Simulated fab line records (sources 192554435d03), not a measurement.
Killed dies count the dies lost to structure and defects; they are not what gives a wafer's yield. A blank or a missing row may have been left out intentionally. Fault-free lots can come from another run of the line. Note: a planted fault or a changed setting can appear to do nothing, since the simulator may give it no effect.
Chamber matching | flow n5 finfet | N5_BEOL_M2_ALD_98 on ald sin-03: 4 sister chambers
The step deposits SiO2, target thk 2.5 nm, pulse time 1 s, co reactant pulse time 1 s. 4 wafers are shown with their chamber, then 11 later ones without.

== EACH WAFER AND ITS CHAMBER ==
wafer  | chamber | heater power w (W)
L085.6 | 0       | 74
L089.2 | 2       | 99
L089.5 | 3       | 65
L091.1 | 1       | 80

== WAFERS WITHOUT THEIR CHAMBER ==
wafer  | heater power w (W)
L091.4 | 75
L091.6 | 78
L096.1 | 75
L096.2 | 79
L096.3 | 66
L095.1 | 79
L095.2 | 76
L095.4 | 67
L097.4 | 66
L097.5 | 98
L097.6 | 66

== WHICH CHAMBER EACH ONE RAN IN ==
wafer  | from the rows above     | in truth
L091.4 | 0                       | 0
L091.6 | can't be placed: 1 or 0 | 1
L096.1 | 0                       | 0
L096.2 | 1                       | 1
L096.3 | 3                       | 3
L095.1 | 1                       | 1
L095.2 | can't be placed: 0 or 1 | 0
L095.4 | 3                       | 3
L097.4 | 3                       | 3
L097.5 | 2                       | 2
L097.6 | 3                       | 3
Correctly placed: 9 of 11. Not placeable from these rows: 2 (in 2, the candidates include the true chamber). Wrongly placed: 0.
How it was worked out, from the rows above alone: a wafer's distance from a chamber is the root of the sum, over the readings, of the square of ((its reading less the chamber's mean) divided by the reading's scatter). The wafer belongs to the nearest chamber; if the next one is less than 2 further off, it can't be placed. For every chamber, the mean is computed from those of its wafers that are shown. The scatter: root of mean squared gap, hidden wafer to nearest shown wafer, with one shown wafer a chamber.
